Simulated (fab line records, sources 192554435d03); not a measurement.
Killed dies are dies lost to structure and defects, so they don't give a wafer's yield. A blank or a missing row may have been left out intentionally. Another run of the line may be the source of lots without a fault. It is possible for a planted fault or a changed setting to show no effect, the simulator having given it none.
Chamber matching ; flow n5_finfet ; 3 sister chambers for N5_BEOL_M0_SAQP_ILD_DEP_01 on pecvd-02
The step deposits SiOC from DEMS/O2, target thk 45.419 nm, time 8.7 s. 6 wafers are shown with their chamber, then 8 later ones without.

WAFERS, EACH WITH ITS CHAMBER
wafer;chamber;heater_power_w (W);throttle_valve_pct (%)
L074.4;2;390;11.7
L078.6;2;378;11.5
L081.2;1;486;10.9
L081.3;0;349;11.6
L081.5;1;474;10.8
L083.2;0;435;11.3

WAFERS WITH NO CHAMBER GIVEN
wafer;heater_power_w (W);throttle_valve_pct (%)
L083.3;435;11.5
L083.6;442;11.0
L088.1;512;11.0
L088.2;387;11.7
L088.3;404;11.7
L091.1;423;12.0
L091.3;385;11.6
L091.4;380;11.8

EACH ONE'S CHAMBER
wafer;from the rows above;in truth
L083.3;can't be placed: 0 or 2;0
L083.6;can't be placed: 1 or 0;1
L088.1;1;1
L088.2;can't be placed: 2 or 0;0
L088.3;can't be placed: 2 or 0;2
L091.1;can't be placed: 2 or 0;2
L091.3;can't be placed: 2 or 0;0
L091.4;can't be placed: 2 or 0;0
1 of 8 placed correctly. Cannot be placed on the basis of these rows: 7; the candidates contain the true chamber in 7. Placed wrongly: 0.
How it was worked out, from the rows above alone: a wafer's distance from a chamber is the root of the sum, over the readings, of the square of ((its reading less the chamber's mean) divided by the reading's scatter). If the next closest chamber is less than 2 further off than the closest, the wafer can't be placed; otherwise it belongs to the closest. For every chamber, the mean is computed from those of its wafers that are shown. The scatter: take each reading less its chamber's mean, square it, sum over the shown wafers, divide by the number of wafers less the number of chambers, and take the root.
